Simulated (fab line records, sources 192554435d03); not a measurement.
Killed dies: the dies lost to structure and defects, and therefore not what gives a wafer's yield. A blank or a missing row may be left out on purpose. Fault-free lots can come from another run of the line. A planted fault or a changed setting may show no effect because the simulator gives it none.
A lot that was struck, set against a sound lot | flow n5Finfet | 15 steps out of a route of 1938
Sound: wafers L989.1, L989.3, L989.5. Struck: wafers L999.3, L999.6 (left out: L999.2, a lot-mate that was not struck); the cause follows at the end.
For every step that has rows: the tool of each side, followed by ch and its chambers, followed by its first start. Under that, the readings that differ: sound wafers | struck wafers | difference of the means | sigmas: that difference in standard deviations of wafers without a fault.
alike: words and numbers the same on both sides, and readings whose means are apart by under 2 such deviations; not compared: readings that were withheld, readings missing a value for some wafer, numbers with overlapping values and no deviation given by the record, and bounds like >300 which may hide the same value.
The two part at a step that has a row with sigmas, a row that says differs or no value, or rows on one side only. Non-overlapping numbers with no deviation appear without sigmas and do not part them. A reading missing from all wafers of one side parts the sides only when that side holds two or more wafers.

N5_SD_ACTIVATION_LSA_01: time 0.0008 s.
  sound on laserAnneal-02 ch 0, day 3 14:26; struck on laserAnneal-02 ch 0, day 6 08:44
  alike: wafer_temp_C_max
N5_SD_ACTIVATION_RS_MEAS_03: uses a four-point probe to measure.
  sound: filmMetro-01 at day 3 14:39; struck: filmMetro-02 at day 6 08:55
  alike: RS_SD_N, RS_SD_P
N5_SD_ACTIVATION_INSPECT_02: inspects for defects (darkfield).
  sound: defectInspect-01 at day 3 14:58; struck: defectInspect-01 at day 6 09:13
  alike: rawDefectCount
N5_ILD0_LINER_00: material SiNx, target thk 4 nm, pulse time 1 s, purge time 2 s.
  sound on aldSin-02 ch 0,1, day 3 15:01; struck on aldSin-01 ch 2, day 6 09:16
  alike: chamberPressureTorr, heaterPowerW, precursorPulseHeightRel
then, 2 steps without rows for these wafers: N5_ILD0_FCVD_FILL_01 (material SiO2 flowable, target thk 200 nm, time 328.3 s); N5_ILD0_CURE_02 (time 1800 s).
N5_ILD0_CMP_03: polishes, stops on SiNx, t overpolish 1.9 s, target thk 197.38 nm.
  sound on cmp-02 ch 1,2,3, day 3 17:22; struck on cmp-01 ch 2,3, day 6 11:40
  alike: motorCurrentA, overpolishRunS, timeToEndpointS
N5_ILD0_THK_MEAS_04:
  sound: filmMetro-01 at day 3 17:40; struck: filmMetro-01 at day 6 11:55
  alike: thkNm
N5_ILD0_CMP_07: polishes SiO2 flowable, stops on poly-Si, t overpolish 1.18 s, target thk 138.88 nm.
  sound on cmp-02 ch 1,2, day 3 17:42; struck on cmp-03 ch 0,2, day 6 11:57
  alike: motorCurrentA
N5_ILD0_THK_MEAS_08:
  sound: filmMetro-02 at day 3 17:59; struck: filmMetro-01 at day 6 12:15
  alike: thkNm
then, 1 step without rows for these wafers: N5_ILD0_PRECLEAN_10 (cleans in NF3:NH3, afs cycles 5, time 20 s, sublimation time 60 s).
N5_ILD0_ALD_15: deposits SiNx, target thk 24 nm, pulse time 1 s, ald cycles 480.
  sound on aldSin-01 ch 1,3, day 3 18:44; struck on aldSin-01 ch 0,1, day 6 12:58
reading                              | sound       | struck  | difference | sigmas
aldCycles                            | 480 480 480 | 618 618 | +138       | 
model.SiNx_of_ILD0_ALD_15.thkNm (nm) | 24 24.2 24  | 31 31   | +7         | 
  alike: chamberPressureTorr, heaterPowerW, precursorPulseHeightRel
N5_ILD0_CMP_12: polishes SiNx, stops on poly-Si, t overpolish 6 s, target thk 17.67 nm.
  sound on cmp-01 ch 0,3, day 3 20:58; struck on cmp-02 ch 1,3, day 6 15:14
reading             | sound          | struck    | difference | sigmas
timeToEndpointS (s) | 30.3 32.4 33.4 | 38.3 37.2 | +5.7       | +3
  alike: motorCurrentA
N5_ILD0_THK_MEAS_13:
  sound: filmMetro-02 at day 3 21:13; struck: filmMetro-02 at day 6 15:28
  alike: thkNm
-- the record jumps here: 5 days lie between the struck wafers' starts before and after (it left off in module ILD0 and takes up again in module BEOL_M4, whose first step shown is number 1111 of the route) --
N5_BEOL_M4_RC_MEAS_101:
  sound on prober-01 ch 0, day 9 10:09; struck on prober-02 ch 0, day 12 00:50
  alike: DIBL_N, DIBL_P, IOFF_N, IOFF_P, ION_N, ION_P, SS_N, SS_P, VT_N, VT_P

## WHERE THEY PART
Only at N5_ILD0_CMP_12, as far as this record shows. Later steps at which nothing parts them and some readings are alike: N5_ILD0_THK_MEAS_13, N5_BEOL_M4_RC_MEAS_101.

WHY: what had been put in by the simulator
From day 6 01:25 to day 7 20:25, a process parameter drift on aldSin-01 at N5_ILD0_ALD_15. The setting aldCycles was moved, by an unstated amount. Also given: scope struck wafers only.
